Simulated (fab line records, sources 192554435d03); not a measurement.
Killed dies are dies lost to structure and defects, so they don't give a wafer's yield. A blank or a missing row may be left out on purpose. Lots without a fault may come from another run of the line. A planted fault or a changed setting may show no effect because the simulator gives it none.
Chamber matching | flow n5_finfet | N5_STI_FIN_REVEAL_ALD_14 on ald_sin-04: 4 sister chambers
The step deposits Si3N4, target thk 3 nm. 20 wafers are shown with their chamber, then 10 later ones without.

WAFERS WITH THEIR CHAMBER
wafer  | chamber | heater_power_w (W)
L077.4 | 3       | 967
L077.5 | 1       | 790
L077.6 | 0       | 732
L078.2 | 0       | 720
L078.4 | 1       | 780
L078.5 | 3       | 982
L083.1 | 3       | 977
L083.3 | 2       | 901
L083.4 | 0       | 712
L084.1 | 2       | 896
L084.4 | 3       | 933
L084.6 | 2       | 895
L086.3 | 1       | 773
L086.4 | 2       | 880
L086.6 | 1       | 801
L087.2 | 2       | 894
L087.3 | 3       | 988
L087.4 | 1       | 786
L088.3 | 2       | 879
L088.4 | 0       | 731

SIGNATURES (means of the wafers above)
reading        | chamber 0 | chamber 1 | chamber 2 | chamber 3 | scatter within a chamber
heater_power_w | 723.75    | 786.00    | 890.83    | 969.40    | 13.8
Rule: a wafer's distance from a chamber is the root of the sum, over the readings, of the square of ((its reading less the chamber's mean) divided by the reading's scatter). The wafer belongs to the nearest chamber; if the next one is less than 2 further off, it can't be placed. The scatter: the root of (the sum of the squares of (reading less its chamber's mean) over the shown wafers, divided by (wafers less chambers)).

WAFERS WITHOUT THEIR CHAMBER
wafer  | heater_power_w (W)
L088.5 | 902
L089.2 | 891
L089.4 | 967
L089.5 | 883
L094.2 | 892
L094.3 | 729
L094.5 | 790
L096.1 | 880
L096.4 | 941
L096.6 | 873

WHICH CHAMBER EACH WENT THROUGH
wafer  | from the rows above     | in truth
L088.5 | 2                       | 2
L089.2 | 2                       | 2
L089.4 | 3                       | 3
L089.5 | 2                       | 2
L094.2 | 2                       | 2
L094.3 | 0                       | 0
L094.5 | 1                       | 1
L096.1 | 2                       | 2
L096.4 | can't be placed: 3 or 2 | 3
L096.6 | 2                       | 2
Placed correctly: 9 of 10. Can't be placed from these rows: 1 (the true chamber is among the candidates in 1). Placed wrongly: 0.
